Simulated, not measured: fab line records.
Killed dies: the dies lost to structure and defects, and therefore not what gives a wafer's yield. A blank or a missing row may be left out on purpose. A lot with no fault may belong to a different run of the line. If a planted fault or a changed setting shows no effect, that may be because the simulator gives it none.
Chamber matching + flow n5 finfet + 4 sister chambers for N5_BEOL_M4_STRIP_19 on rie diel-05
The step strips in O2. 4 wafers are shown with their chamber, then 8 later ones without.

## WAFERS, EACH WITH ITS CHAMBER
| wafer  | chamber | showerhead plenum p Torr (Torr) |
|--------|---------|---------------------------------|
| L085.1 | 0       | 2.11                            |
| L085.4 | 2       | 2.05                            |
| L085.5 | 3       | 2.13                            |
| L086.1 | 1       | 2.03                            |

## WAFERS WHOSE CHAMBER IS MISSING
| wafer  | showerhead plenum p Torr (Torr) |
|--------|---------------------------------|
| L086.4 | 2.11                            |
| L086.6 | 2.11                            |
| L095.1 | 2.04                            |
| L095.2 | 2.02                            |
| L095.3 | 2.11                            |
| L095.4 | 2.12                            |
| L095.5 | 2.04                            |
| L095.6 | 2.02                            |

## WHICH CHAMBER EACH WENT THROUGH
| wafer  | from the rows above     | in truth |
|--------|-------------------------|----------|
| L086.4 | 0                       | 0        |
| L086.6 | 0                       | 0        |
| L095.1 | can't be placed: 2 or 1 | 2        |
| L095.2 | 1                       | 1        |
| L095.3 | 0                       | 0        |
| L095.4 | can't be placed: 3 or 0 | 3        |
| L095.5 | can't be placed: 2 or 1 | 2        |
| L095.6 | 1                       | 1        |
5 of 8 placed correctly. These rows do not allow placing 3 (true chamber among the candidates in 3). Wrongly placed: 0.
How it was worked out, from the rows above alone: a wafer's distance from a chamber is the root of the sum, over the readings, of the square of ((its reading less the chamber's mean) divided by the reading's scatter). The wafer belongs to the nearest chamber; if the next one is less than 2 further off, it can't be placed. The mean given for a chamber averages the wafers shown for that chamber. The scatter: root of mean squared gap, hidden wafer to nearest shown wafer, with one shown wafer a chamber.
